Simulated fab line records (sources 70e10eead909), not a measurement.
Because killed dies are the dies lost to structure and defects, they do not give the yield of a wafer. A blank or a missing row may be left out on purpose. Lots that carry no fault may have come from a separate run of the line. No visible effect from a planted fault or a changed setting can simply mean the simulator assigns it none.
A lot that was struck, set against a sound lot -- flow nand-harc -- 15 out of 1302 route steps
Sound: these wafers, L653.2, L653.5, L653.6. Wafers struck: L665.1, L665.3, L665.5. Last of all comes the cause.
At each step with rows: each side's tool, then ch and its chambers, then its first start. Under that, the readings that differ: sound wafers -- struck wafers -- difference of the means -- sigmas: that difference in standard deviations of wafers without a fault.
alike: same words and numbers on both sides, and readings whose means sit less than 2 such deviations apart. not compared: any withheld reading, any reading some wafer has no value for, any bound like >300 that may hide the same value, and any number with overlapping values for which the record gives no deviation.
The two part at a step that has a row with sigmas, a row that says differs or no value, or rows on one side only. Numbers that don't overlap but have no deviation are shown without sigmas and don't part them. Lack of a reading on every wafer of one side parts them only where that side has two or more wafers.

first, 1 step without rows for these wafers: NHARC_A_ONON_D1_DEP_09 (target thk 1000 nm).
NHARC_A_ONON_D1_THK_MEAS_11: measures by ellipsometry.
  sound on film-metro-01, day 11 00:22; struck on film-metro-02, day 16 06:34
  alike: thk-nm
next comes 1 step that has no rows for these wafers: NHARC_A_ONON_D1_DEP_12 (target thickness 1000 nm).
NHARC_A_ONON_D1_THK_MEAS_14: measures by ellipsometry.
  sound on film-metro-01, day 11 00:55; struck on film-metro-01, day 16 07:08
  alike: thk-nm
then, 2 steps without rows for these wafers: NHARC_A_ONON_D1_ANNEAL_15 (time 3600 s); NHARC_A_ONON_D1_DEP_16 (target thk 1000 nm).
NHARC_A_ONON_D1_THK_MEAS_18: measures by ellipsometry.
  sound on film-metro-01, day 11 09:47; struck on film-metro-01, day 16 14:53
reading,sound,struck,difference,sigmas
thk-nm (nm),978 978 977,1010 1012 1009,+33,+3
next comes 1 step that has no rows for these wafers: NHARC_A_ONON_D1_DEP_19 (target thickness 1000 nm).
NHARC_A_ONON_D1_THK_MEAS_21: measures by ellipsometry.
  sound on film-metro-02, day 11 10:22; struck on film-metro-01, day 16 15:27
  alike: thk-nm
next comes 1 step that has no rows for these wafers: NHARC_A_ONON_D1_DEP_22 (target thickness 1000 nm).
NHARC_A_ONON_D1_THK_MEAS_24: measures by ellipsometry.
  sound on film-metro-01, day 11 10:55; struck on film-metro-01, day 16 16:01
  alike: thk-nm
NHARC_A_ONON_D1_DEP_25: target thk 1000 nm.
  sound on pecvd-onon-02 ch 0, day 11 11:02; struck on pecvd-onon-03 ch 0, day 16 16:05
  alike: nh3-flow-sccm
NHARC_A_ONON_D1_THK_MEAS_27: measures by ellipsometry.
  sound on film-metro-01, day 11 11:30; struck on film-metro-01, day 16 16:35
reading,sound,struck,difference,sigmas
thk-nm (nm),1003 1004 1004,1804 1801 1802,+799,+96
next comes 1 step that has no rows for these wafers: NHARC_A_ONON_D1_DEP_28 (target thickness 1000 nm).
-- record jumps: 17 days between struck wafers' starts before vs after; left off in module A_ONON_D1, resumes in module END, first step shown is number 1302 of the route --
NHARC_END_SORT_01:
  sound on prober-01 ch 0, day 28 12:33; struck on prober-01 ch 0, day 33 07:29
reading,sound,struck,difference,sigmas
killed-at-array,78 89 88,677,+592,+35
killed-at-periphery,7 5 6,0,-6,-2
killed-dies,86 95 94,677,+585,+33
  alike: killed-at-other, killed-open, killed-short

## WHERE THEY PART
At NHARC_A_ONON_D1_THK_MEAS_18 first; at NHARC_END_SORT_01 last (within this record only).

WHY: what had been put in by the simulator
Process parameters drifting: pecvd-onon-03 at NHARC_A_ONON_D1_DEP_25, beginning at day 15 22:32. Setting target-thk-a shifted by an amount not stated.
